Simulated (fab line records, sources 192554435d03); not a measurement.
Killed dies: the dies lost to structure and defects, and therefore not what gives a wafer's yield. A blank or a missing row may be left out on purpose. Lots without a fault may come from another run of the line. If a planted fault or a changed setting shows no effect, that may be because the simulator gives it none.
A lot that was struck, set against a sound lot ; flow n5_finfet ; 38 steps out of a route of 1938
Sound: these wafers, L182.2, L182.4, L182.6. Wafers L188.4, L188.5, L188.6 were the ones struck. Last of all comes the cause.
Per side, at each step with rows, come the tool, then ch with its chambers, and then its first start. Under that, the readings that differ: sound wafers ; struck wafers ; difference of the means ; sigmas: that difference in standard deviations of wafers without a fault.
alike: readings whose means differ by less than 2 such deviations, and words and numbers that are the same on both sides. not compared: withheld readings, readings that some wafer has no value for, bounds like >300 that may hide the same value, and numbers for which the record gives no deviation and whose values overlap.
Wherever a step has rows on one side only, a row that says differs or no value, or a row with sigmas, the two part there. When numbers do not overlap yet have no deviation, they are printed without sigmas and do not part them. A reading that every wafer of one side lacks parts them only if that side has two wafers or more.

first, 9 steps without rows for these wafers: N5_BEOL_M4_ANNEAL_95 (time 240 s); N5_BEOL_M4_SPUTTER_96 (material Cu, target thk 4.5 nm, time 8.29 s); N5_BEOL_M4_ECD_50 (material Cu, target thk 300 nm); N5_BEOL_M4_ANNEAL_51 (time 90 s); N5_BEOL_M4_CMP_52 (polishes, stops on SiOC, t overpolish 6.8 s, target thk 40 nm); N5_BEOL_M4_PRE_CLEAN_60 (time 15 s); N5_BEOL_M4_CO_CAP_55 (material Co, precursor CCTBA/H2, target thk 2 nm, time 102.1 s); N5_BEOL_M4_PRE_CLEAN_56 (time 15 s); N5_BEOL_M4_DEP_57 (deposits SiCN from 3MS/NH3, target thk 8 nm, time 14 s).
N5_BEOL_M4_RC_MEAS_101:
  sound on prober-01 ch 0, day 8 01:27; struck on prober-02 ch 0, day 9 17:32
  alike: DIBL_N, DIBL_P, IOFF_N, IOFF_P, ION_N, ION_P, SS_N, SS_P, VT_N, VT_P
then, 24 steps without rows for these wafers: N5_BEOL_M5_ILD_DEP_00 (deposits SiCOH lowk from DEMS/porogen, target thk 140.64 nm, time 25.9 s); N5_BEOL_M5_CURE_79 (cures SiCOH lowk, time 240 s); N5_BEOL_M5_PECVD_70 (deposits SiO2 from TEOS/O2, target thk 16 nm, time 18 s); N5_BEOL_M5_HM_DEP_02 (deposits TiN, target thk 20 nm); N5_BEOL_M5_COAT_59 (time 60 s, resist thk 60 nm); N5_BEOL_M5_COAT_60 (time 60 s, resist thk 12 nm); N5_BEOL_M5_COAT_71 (time 60 s, resist thk 5 nm); N5_BEOL_M5_COAT_05 (resist thk 30 nm); N5_BEOL_M5_EBR_07; N5_BEOL_M5_SOFTBAKE_06 (time 60 s); N5_BEOL_M5_EXPOSE_08 (exposes mask M5, target cd 28 nm); N5_BEOL_M5_PEB_09 (peb time 60 s); N5_BEOL_M5_DEVELOP_10 (develop time 30 s); N5_BEOL_M5_DESCUM_16 (chemistry O2, time 7 s); N5_BEOL_M5_ETCH_72 (etches underlayer in N2/H2, target depth 6.5 nm, time 5.2 s); N5_BEOL_M5_ETCH_61 (etches SiARC in CF4, target depth 15.6 nm, time 26 s); N5_BEOL_M5_ETCH_62 (etches SOC in N2/H2, target depth 75 nm, overetch 15 nm, time 112.5 s); N5_BEOL_M5_STRIP_63 (strips in N2/H2); N5_BEOL_M5_STRIP_73 (strips in N2/H2); N5_BEOL_M5_STRIP_64 (strips in CF4); N5_BEOL_M5_HM_OPEN_17 (chemistry Cl2/BCl3, target TiN, target depth 20 nm, overetch 6 nm); N5_BEOL_M5_STRIP_19 (strips in O2); N5_BEOL_M5_COAT_65 (time 60 s, resist thk 60 nm); N5_BEOL_M5_COAT_66 (time 60 s, resist thk 12 nm).
N5_BEOL_M6_CMP_52: polishes, stops on SiCOH lowk, t overpolish 6.9 s, target thk 80 nm.
  sound on cmp-04 ch 0,3, day 9 01:46; struck on cmp-04 ch 0,1,3, day 10 14:10
reading;sound;struck;difference;sigmas
barrier_field_endpoint_s (s);28.2 28.5 29.5;46.6 46.6 46.6;+17.9;+26
overpolish_run_s (s);6.912 6.893 6.916;0.047 0.043 0.034;-6.866;-99 or more
time_to_endpoint_s (s);62 64 66;81 81 83;+18;+6
  alike: edge_zone_pressure_frac, motor_current_A, slurry_flow_ml_min
N5_BEOL_M6_THK_MEAS_53: measures by xrf.
  sound: film_metro-01 at day 9 02:01; struck: film_metro-01 at day 10 14:23
reading;sound;struck;difference;sigmas
M6_THK (nm);80.9 82.0 80.3;177.9 196.1 187.0;+105.9;+44
N5_BEOL_M6_INSPECT_58: inspects for defects (darkfield).
  sound: defect_inspect-01 at day 9 02:11; struck: defect_inspect-01 at day 10 14:34
reading;sound;struck;difference;sigmas
raw_defect_count;51 57 51;1326 1398 1398;+1321;+63
-- here the record skips 3 days between the struck wafers' starts before and after, leaving off in module BEOL_M6 and picking up in module PASSIVATION (first step shown: number 1936 of the route) --
N5_PASSIVATION_PROBE_49:
  sound: prober-01 at day 12 09:02; struck: prober-01 at day 13 21:26
reading;sound;struck;difference;sigmas
defect_limited_yield (%);88.1 90.0 90.2;0 0 0;-89;-69
killed_at_M4_up;17 18 8;1109 1085 1083;+1078;+99 or more
killed_dies;141 118 116;1180 1180 1180;+1055;+70
killed_on_rim;23 14 17;152 152 152;+134;+30
killed_open;106 74 88;58 78 60;-24;-2
sort_n_pass;1039 1062 1064;0 0 0;-1055;-70
sort_yield_pct (%);88.1 90.0 90.2;0 0 0;-89;-69
  alike: killed_at_M0_to_M3, killed_at_contacts, killed_at_front_end, killed_at_other, killed_short, sort_bin_5_function, sort_bin_6_memory

== WHERE THEY PART ==
At N5_BEOL_M6_CMP_52 first; at N5_PASSIVATION_PROBE_49 last (within this record only).

WHY: the cause the simulator had injected
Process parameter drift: cmp-04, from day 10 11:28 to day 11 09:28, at N5_BEOL_M6_CMP_52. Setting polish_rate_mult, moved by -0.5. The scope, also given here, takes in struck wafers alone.
